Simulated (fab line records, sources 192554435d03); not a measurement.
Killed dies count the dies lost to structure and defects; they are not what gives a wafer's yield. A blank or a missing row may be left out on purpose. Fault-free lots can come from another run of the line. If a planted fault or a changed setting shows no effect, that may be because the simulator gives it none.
Split-lot trial -- flow n5-finfet -- 21 wafers read across 7 lots, on a route 1938 steps long

ABOUT THE SPLIT
At N5_PASSIVATION_EXPOSE_41 (exposes mask PASS OPEN, defocus 0 nm, target cd 40000 nm), the setting dose-mj was moved away from the recipe's 57.25 on 9 of the 21 wafers read, by -5.2% to +4.5%. This setting was run at the recipe's value on the other wafers.

FROM THE SPLIT TO THE READING: what the file shows between them, 3 steps
- N5_PASSIVATION_PEB_42
- N5_PASSIVATION_DEVELOP_43: develop time 60 s
- N5_PASSIVATION_HARDBAKE_45: time 120 s

THE READING
At N5_PASSIVATION_CD_MEAS_44: cd-nm in nanometres, against a target cd of 40000 nm. On this fab line, fault-free wafers typically give 39999 nm with a standard deviation of 2.5 nm.

wafer,"tool, chamber at the split",dose-mj as run,against the recipe,"cd-nm, nm",against lot-mates on the recipe
L074.1,"krf-scanner-01, 0",59.84,+4.5%,40018,+18
L074.2,"krf-scanner-01, 0",57.25,recipe,40000,-
L074.5,"krf-scanner-01, 0",59.84,+4.5%,40018,+18
L079.1,"krf-scanner-01, 0",57.25,recipe,39998,-
L079.2,"krf-scanner-01, 0",55.95,-2.3%,39992,-8
L079.5,"krf-scanner-01, 0",57.25,recipe,40001,-
L081.2,"krf-scanner-01, 0",57.25,recipe,40000,-
L081.4,"krf-scanner-01, 0",57.25,recipe,39999,-
L081.5,"krf-scanner-01, 0",57.25,recipe,40003,-
L083.4,"krf-scanner-02, 0",58.72,+2.6%,40009,no lot-mate on the recipe
L083.5,"krf-scanner-02, 0",58.72,+2.6%,40008,no lot-mate on the recipe
L083.6,"krf-scanner-02, 0",58.72,+2.6%,40009,no lot-mate on the recipe
L094.2,"krf-scanner-01, 0",57.25,recipe,39996,-
L094.3,"krf-scanner-01, 0",54.3,-5.2%,39979,-16
L094.4,"krf-scanner-01, 0",57.25,recipe,39995,-
L092.1,"krf-scanner-02, 0",54.5,-4.8%,39981,-18
L092.4,"krf-scanner-02, 0",54.5,-4.8%,39977,-22
L092.6,"krf-scanner-02, 0",57.25,recipe,39999,-
L095.1,"krf-scanner-01, 0",57.25,recipe,40002,-
L095.2,"krf-scanner-01, 0",57.25,recipe,40002,-
L095.6,"krf-scanner-01, 0",57.25,recipe,40001,-

FIT RESULTS
A straight line over all 21 wafers: cd-nm changes by +4.02 nm for each +1% of dose-mj; r = +0.98; the points scatter about the line by 2.1 nm.
The same after taking each lot's own level away (the mean of its wafers on the recipe; 18 wafers): +3.86 nm for each +1%; r = +0.99; scatter 1.6 nm.
The reading moves by 20 nm for the largest change in dose-mj, on that fit.
From 39995.5 to 40001.7 nm: that is the span of the lots' own levels, equal to 2.5 times the standard deviation above.
The two slopes are in agreement: the lot-to-lot level therefore moves the slope only a little.
Check: for one of the wafers moved furthest among these (-5.2%), held out of the fit, the line's prediction against its lot-mates is -20.8 nm. It came out at -16.5 nm against them.

FILE'S OWN FIT
cd-nm changes by +3.7 nm for each +1% of dose-mj, r = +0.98.
